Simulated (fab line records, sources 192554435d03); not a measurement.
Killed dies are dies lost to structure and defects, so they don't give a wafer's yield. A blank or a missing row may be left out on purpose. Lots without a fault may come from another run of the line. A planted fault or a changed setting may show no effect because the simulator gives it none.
Split-lot experiment | flow n5_finfet | 7 lots, 39 wafers read, on a route of 1938 steps

THE SPLIT
At N5_MOL_CONTACT_COAG_ALD_131 (deposits SiO2, target thk 5 nm, pulse time 1 s, co reactant pulse time 1 s), the setting ald_cycles was moved away from the recipe's 35 on 18 of the 39 wafers read, by -54.3% to +42.9%. The other wafers ran this setting at the recipe's value.

The reading is taken at the split's own step.

THE READING
SiO2_of_MOL_CONTACT_COAG_ALD_131.thk_nm (the simulator's own value, which no gauge read), in nm, at N5_MOL_CONTACT_COAG_ALD_131 (deposits SiO2, target thk 5 nm, pulse time 1 s, co reactant pulse time 1 s). The file gives no usual value for it.

wafer  | tool, chamber at the split | ald_cycles as run | against the recipe | SiO2_of_MOL_CONTACT_COAG_ALD_131.thk_nm, nm | against lot-mates on the recipe
L077.1 | ald_sin-01, 3,1,0          | 35                | recipe             | 5                                           | -
L077.3 | ald_sin-01, 3,1,0          | 35                | recipe             | 5                                           | -
L077.5 | ald_sin-01, 3,1,0          | 35                | recipe             | 5                                           | -
L077.2 | ald_sin-01, 2,0,1          | 17                | -51.4%             | 2.4                                         | -2.6
L077.4 | ald_sin-01, 2,0,1          | 17                | -51.4%             | 2.4                                         | -2.6
L077.6 | ald_sin-01, 2,0,1          | 17                | -51.4%             | 2.4                                         | -2.6
L078.1 | ald_sin-04, 1,2,0          | 17                | -51.4%             | 2.4                                         | -2.6
L078.4 | ald_sin-04, 1,2,0          | 17                | -51.4%             | 2.4                                         | -2.6
L078.6 | ald_sin-04, 1,2,0          | 17                | -51.4%             | 2.4                                         | -2.6
L078.2 | ald_sin-04, 3,0,3          | 35                | recipe             | 5                                           | -
L078.3 | ald_sin-04, 3,0,3          | 35                | recipe             | 5                                           | -
L078.5 | ald_sin-04, 3,0,3          | 35                | recipe             | 5                                           | -
L083.1 | ald_sin-04, 2,1,3          | 35                | recipe             | 5                                           | -
L083.4 | ald_sin-04, 2,1,3          | 35                | recipe             | 5                                           | -
L083.6 | ald_sin-04, 2,1,3          | 35                | recipe             | 5                                           | -
L083.2 | ald_sin-04, 0,3,0          | 49                | +40.0%             | 7                                           | +2.0
L083.3 | ald_sin-04, 0,3,0          | 49                | +40.0%             | 7                                           | +2.0
L083.5 | ald_sin-04, 0,3,0          | 49                | +40.0%             | 7                                           | +2.0
L084.1 | ald_sin-04, 2,0,3          | 35                | recipe             | 5                                           | -
L084.4 | ald_sin-04, 2,0,3          | 35                | recipe             | 5                                           | -
L084.5 | ald_sin-04, 2,0,3          | 35                | recipe             | 5                                           | -
L084.2 | ald_sin-04, 3,1            | 50                | +42.9%             | 7.2                                         | +2.2
L084.3 | ald_sin-04, 3,1            | 50                | +42.9%             | 7.2                                         | +2.2
L084.6 | ald_sin-04, 0              | 50                | +42.9%             | 7                                           | +2.0
L085.1 | ald_sin-01, 2,3,1          | 35                | recipe             | 5                                           | -
L085.2 | ald_sin-01, 2,3,1          | 35                | recipe             | 5                                           | -
L085.3 | ald_sin-01, 2,3,1          | 35                | recipe             | 5                                           | -
L085.4 | ald_sin-01, 0,0,1          | 22                | -37.1%             | 3.2                                         | -1.8
L085.5 | ald_sin-01, 0,0,1          | 22                | -37.1%             | 3.2                                         | -1.8
L085.6 | ald_sin-01, 0,0,1          | 22                | -37.1%             | 3.2                                         | -1.8
L089.2 | ald_sin-01, 3,2,0          | 35                | recipe             | 5                                           | -
L089.3 | ald_sin-01, 3,2,0          | 35                | recipe             | 5                                           | -
L089.4 | ald_sin-01, 3,2,0          | 35                | recipe             | 5                                           | -
L090.1 | ald_sin-01, 2,3,1          | 35                | recipe             | 5                                           | -
L090.2 | ald_sin-01, 2,3,1          | 35                | recipe             | 5                                           | -
L090.3 | ald_sin-01, 2,3,1          | 35                | recipe             | 5                                           | -
L090.4 | ald_sin-01, 0,1,0          | 16                | -54.3%             | 2.2                                         | -2.8
L090.5 | ald_sin-01, 0,1,0          | 16                | -54.3%             | 2.2                                         | -2.8
L090.6 | ald_sin-01, 0,1,0          | 16                | -54.3%             | 2.2                                         | -2.8
Where a row lists several chambers, the file gives one row for several wafers and doesn't say which wafer went through which chamber.

THE FIT
A straight line over all 39 wafers: SiO2_of_MOL_CONTACT_COAG_ALD_131.thk_nm changes by +0.0504 nm for each +1% of ald_cycles; r = +1.00; the points scatter about the line by 0.039 nm.
The same after taking each lot's own level away (the mean of its wafers on the recipe; 39 wafers): +0.0504 nm for each +1%; r = +1.00; scatter 0.039 nm.
On that fit, the largest move of ald_cycles shifts the reading by 2.7 nm.
The lots' own levels span 5.00 to 5.00 nm.
So the lot-to-lot level changes the slope little: the two slopes agree.
Check: with one of the wafers moved furthest among these (-54.3%) left out of the fit, the line predicts -2.73 nm for it against its lot-mates. It came out at -2.8 nm against them.

OTHER SPLITS ON THESE WAFERS
These wafers also went through other splits before the reading. Each is held against what the fit with the lots' levels taken away leaves over:
other split on the same wafers        | wafers away from the commonest value | r with SiO2_of_MOL_CONTACT_COAG_ALD_131.thk_nm (lot level and that fit taken away)
N5_FIN_SAQP_DEVELOP_15 develop_time_s | 15                                   | -0.29
N5_SD_EPI_N_DEVELOP_08 develop_time_s | 15                                   | +0.10

THE FILE'S OWN FIT
SiO2_of_MOL_CONTACT_COAG_ALD_131.thk_nm changes by +0.0504 nm for each +1% of ald_cycles, r = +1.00.
